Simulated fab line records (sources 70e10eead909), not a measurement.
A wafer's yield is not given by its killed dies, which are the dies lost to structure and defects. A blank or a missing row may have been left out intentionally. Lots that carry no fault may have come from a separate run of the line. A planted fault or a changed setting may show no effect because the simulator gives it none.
Matching of chambers | flow nandHarc | NHARC_P_M0_PRE_CLEAN_31 on pecvd-03 has 3 sister chambers
The step time 12 s. 6 wafers are shown with their chamber, then 11 later ones without.

WAFERS PAIRED WITH THEIR CHAMBERS
wafer  | chamber | heaterPowerW (W) | susceptorTempC (C)
L083.1 | 0       | 715              | 369.81
L085.1 | 1       | 637              | 370.13
L085.4 | 1       | 647              | 370.04
L086.3 | 0       | 716              | 370.13
L086.6 | 2       | 634              | 369.58
L088.2 | 2       | 759              | 369.96

WAFERS WITH NO CHAMBER GIVEN
wafer  | heaterPowerW (W) | susceptorTempC (C)
L088.4 | 711              | 370.03
L088.5 | 742              | 370.31
L090.2 | 748              | 369.95
L090.5 | 740              | 369.99
L090.6 | 742              | 370.06
L091.1 | 621              | 370.31
L091.3 | 760              | 369.92
L091.6 | 740              | 369.57
L095.1 | 601              | 369.97
L095.3 | 738              | 370.17
L095.4 | 693              | 369.82

THE CHAMBER EACH PASSED THROUGH
wafer  | from the rows above          | in truth
L088.4 | can't be placed: 0 or 2 or 1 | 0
L088.5 | can't be placed: 0 or 1 or 2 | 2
L090.2 | can't be placed: 0 or 2 or 1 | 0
L090.5 | can't be placed: 0 or 2 or 1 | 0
L090.6 | can't be placed: 0 or 2 or 1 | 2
L091.1 | can't be placed: 1 or 0 or 2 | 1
L091.3 | can't be placed: 0 or 2 or 1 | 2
L091.6 | can't be placed: 2 or 0 or 1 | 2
L095.1 | can't be placed: 1 or 2 or 0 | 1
L095.3 | can't be placed: 0 or 1 or 2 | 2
L095.4 | can't be placed: 2 or 0 or 1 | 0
0 of 11 placed correctly. These rows do not allow placing 11 (true chamber among the candidates in 11). Number placed wrongly: 0.
How it was worked out, from the rows above alone: a wafer's distance from a chamber is the root of the sum, over the readings, of the square of ((its reading less the chamber's mean) divided by the reading's scatter). The wafer belongs to the nearest chamber; if the next one is less than 2 further off, it can't be placed. A chamber's mean is the mean of its shown wafers. How the scatter is found: for the shown wafers, subtract from each reading the mean of its chamber, square and add these, divide the total by (wafers less chambers), then take the root.
